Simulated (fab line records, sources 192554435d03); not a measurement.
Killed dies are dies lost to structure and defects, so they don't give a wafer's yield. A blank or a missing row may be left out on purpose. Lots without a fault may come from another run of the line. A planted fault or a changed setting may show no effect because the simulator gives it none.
Which tool did it? | flow n5_finfet | 11 lots, 33 wafers sampled, at 4 steps of a route of 1938

WHAT THE GAUGES READ, wafer by wafer
N5_PASSIVATION_OVL_MEAS_66. Usual: PASS_OPEN_OVL 2 nm, standard deviation 6.1.
lot  | measured     | on         | PASS_OPEN_OVL (nm) | flag
L156 | day 11 23:43 | overlay-01 | 7 10 7             |
L157 | day 12 10:56 | overlay-02 | 4 1 8              |
L159 | day 12 17:43 | overlay-02 | -1 11 12           |
L163 | day 13 22:14 | overlay-02 | -10 -2 -1          |
L164 | day 14 15:12 | overlay-02 | 3 2 -5             |
L167 | day 15 04:22 | overlay-02 | 0 -2 5             |
L169 | day 15 08:43 | overlay-01 | -5 3 11            |
L170 | day 16 06:14 | overlay-01 | -7 -5 6            |
L172 | day 16 11:39 | overlay-02 | 3 7 7              |
L176 | day 17 22:31 | overlay-02 | 1 5 5              |
L178 | day 18 02:49 | overlay-01 | 0 -1 5             |

WHICH TOOL RAN EACH LOT (tool, then ch and the chambers of the sampled wafers, then the start)
lot  | N5_BEOL_M5_SPUTTER_90        | N5_PASSIVATION_PASS_ETCH_74        | N5_PASSIVATION_PECVD_35
L156 | pvd_sputter-03, day 8 11:06  | rie_diel-02 ch 0,1, day 11 20:28   | pecvd-01 ch 0,1, day 11 23:15
L157 | pvd_sputter-02, day 8 14:02  | rie_diel-02 ch 0,2,3, day 12 07:32 | pecvd-02 ch 0,1,2, day 12 10:28
L159 | pvd_sputter-01, day 8 20:02  | rie_diel-06 ch 3, day 12 14:02     | pecvd-04 ch 0,1, day 12 17:08
L163 | pvd_sputter-02, day 10 00:40 | rie_diel-02 ch 0,3, day 13 18:52   | pecvd-01 ch 0,1,2, day 13 21:39
L164 | pvd_sputter-01, day 10 06:21 | rie_diel-02 ch 0,1,3, day 14 10:29 | pecvd-04 ch 0,1,2, day 14 14:37
L167 | pvd_sputter-01, day 11 05:46 | rie_diel-06 ch 0,3, day 15 01:11   | pecvd-02 ch 0,1, day 15 03:47
L169 | pvd_sputter-01, day 11 19:35 | rie_diel-06 ch 0,2,3, day 15 04:49 | pecvd-04 ch 1,2, day 15 08:08
L170 | pvd_sputter-01, day 12 18:55 | rie_diel-01 ch 0,1,2, day 16 02:54 | pecvd-04 ch 0,1, day 16 05:46
L172 | pvd_sputter-03, day 13 03:08 | rie_diel-02 ch 0,1, day 16 08:22   | pecvd-01 ch 0,1,2, day 16 11:11
L176 | pvd_sputter-02, day 14 00:28 | rie_diel-01 ch 0,2, day 17 18:56   | pecvd-02 ch 0,1, day 17 22:03
L178 | pvd_sputter-03, day 14 16:07 | rie_diel-01 ch 0,2, day 17 22:25   | pecvd-01 ch 0,2, day 18 02:10
- N5_BEOL_M5_SPUTTER_90: material Cu, target thk 4.5 nm, time 8.29 s.
- N5_PASSIVATION_PASS_ETCH_74: etches SiNx in CF4/O2, target depth 220 nm, time 110 s.
- N5_PASSIVATION_PECVD_35: deposits SiNx from SiH4/NH3/N2, target thk 700 nm, time 151.3 s.

WHAT THE TOOLS THEMSELVES READ (means of the sampled wafers that have a number; where no wafer has one, the mark that the record gives instead)
N5_BEOL_M5_SPUTTER_90. Usual: throttle_valve_pct 30.0 %, standard deviation 0.96.
lot  | tool           | throttle_valve_pct (%) | flag
L156 | pvd_sputter-03 | 30.9                   |
L157 | pvd_sputter-02 | 29.1                   |
L159 | pvd_sputter-01 | 29.9                   |
L163 | pvd_sputter-02 | 29.0                   |
L164 | pvd_sputter-01 | 30.1                   |
L167 | pvd_sputter-01 | 29.7                   |
L169 | pvd_sputter-01 | 30.2                   |
L170 | pvd_sputter-01 | 30.3                   |
L172 | pvd_sputter-03 | 30.1                   |
L176 | pvd_sputter-02 | 28.2                   |
L178 | pvd_sputter-03 | 30.8                   |

N5_PASSIVATION_PASS_ETCH_74. Usual: drypump_motor_current_A 5.53 A, standard deviation 0.26; oes_product_au 0.81 a.u., standard deviation 0.081; rf_vpp_V 241 V, standard deviation 5.5; showerhead_plenum_p_Torr 2.20 Torr, standard deviation 0.07; throttle_valve_pct 15.90 %, standard deviation 0.22.
lot  | tool        | drypump_motor_current_A (A) | oes_product_au (a.u.) | rf_vpp_V (V) | showerhead_plenum_p_Torr (Torr) | throttle_valve_pct (%) | flag
L156 | rie_diel-02 | 5.27                        | 0.92                  | 245          | 2.20                            | 15.73                  |
L157 | rie_diel-02 | 5.42                        | 0.82                  | 244          | 2.18                            | 15.75                  |
L159 | rie_diel-06 | 5.88                        | 0.82                  | 243          | 2.32                            | 15.67                  |
L163 | rie_diel-02 | 5.28                        | 0.79                  | 240          | 2.14                            | 15.93                  |
L164 | rie_diel-02 | 5.36                        | 0.81                  | 242          | 2.15                            | 15.92                  |
L167 | rie_diel-06 | 5.88                        | 0.84                  | 242          | 2.27                            | 15.78                  |
L169 | rie_diel-06 | 5.69                        | 0.80                  | 237          | 2.25                            | 15.86                  |
L170 | rie_diel-01 | 5.55                        | 0.84                  | 239          | 2.20                            | 15.95                  |
L172 | rie_diel-02 | 5.28                        | 0.84                  | 245          | 2.19                            | 15.78                  |
L176 | rie_diel-01 | 5.53                        | 0.77                  | 235          | 2.14                            | 16.17                  |
L178 | rie_diel-01 | 5.66                        | 0.83                  | 240          | 2.20                            | 16.16                  |

N5_PASSIVATION_PECVD_35. Usual: chamber_pressure_Torr 4.901 Torr, standard deviation 0.0095; heater_power_outer_w 138 W, standard deviation 89; heater_power_w 321 W, standard deviation 150; showerhead_plenum_p_Torr 8.65 Torr, standard deviation 0.1; throttle_valve_pct 28.6 %, standard deviation 0.88.
lot  | tool     | chamber_pressure_Torr (Torr) | heater_power_outer_w (W) | heater_power_w (W) | showerhead_plenum_p_Torr (Torr) | throttle_valve_pct (%) | flag
L156 | pecvd-01 | 4.900                        | 211                      | 466                | 8.65                            | 29.5                   |
L157 | pecvd-02 | 4.898                        | 170                      | 366                | 8.72                            | 28.3                   |
L159 | pecvd-04 | 4.917                        | 129                      | 287                | 8.72                            | 28.1                   |
L163 | pecvd-01 | 4.901                        | 189                      | 412                | 8.68                            | 29.4                   |
L164 | pecvd-04 | 4.895                        | 129                      | 290                | 8.62                            | 28.3                   |
L167 | pecvd-02 | 4.913                        | 99                       | 262                | 8.76                            | 29.3                   |
L169 | pecvd-04 | 4.905                        | 88                       | 249                | 8.54                            | 28.5                   |
L170 | pecvd-04 | 4.905                        | 98                       | 239                | 8.73                            | 28.1                   |
L172 | pecvd-01 | 4.906                        | 196                      | 429                | 8.67                            | 29.3                   |
L176 | pecvd-02 | 4.900                        | 97                       | 255                | 8.73                            | 29.5                   |
L178 | pecvd-01 | 4.900                        | 107                      | 315                | 8.67                            | 29.2                   |

THE ANSWER, worked out from the rows above alone
Rule: a lot is off if the mean of its wafers that have a number lies more than 3 standard deviations from the usual mean. A lot without any number at a reading at which 4 lots or more have one is off too. The other lots that the step has rows for count as sound. The gauges are gone through in route order, then the tools' own readings, and for those a lot's mean is taken as printed above. The first step at which some lot is off is used, and at that step the reading that is off furthest; a lot without a number counts as furthest.
No lot is off at any reading shown: from this, nothing can be told.

WHAT THE SIMULATOR HAD PUT IN
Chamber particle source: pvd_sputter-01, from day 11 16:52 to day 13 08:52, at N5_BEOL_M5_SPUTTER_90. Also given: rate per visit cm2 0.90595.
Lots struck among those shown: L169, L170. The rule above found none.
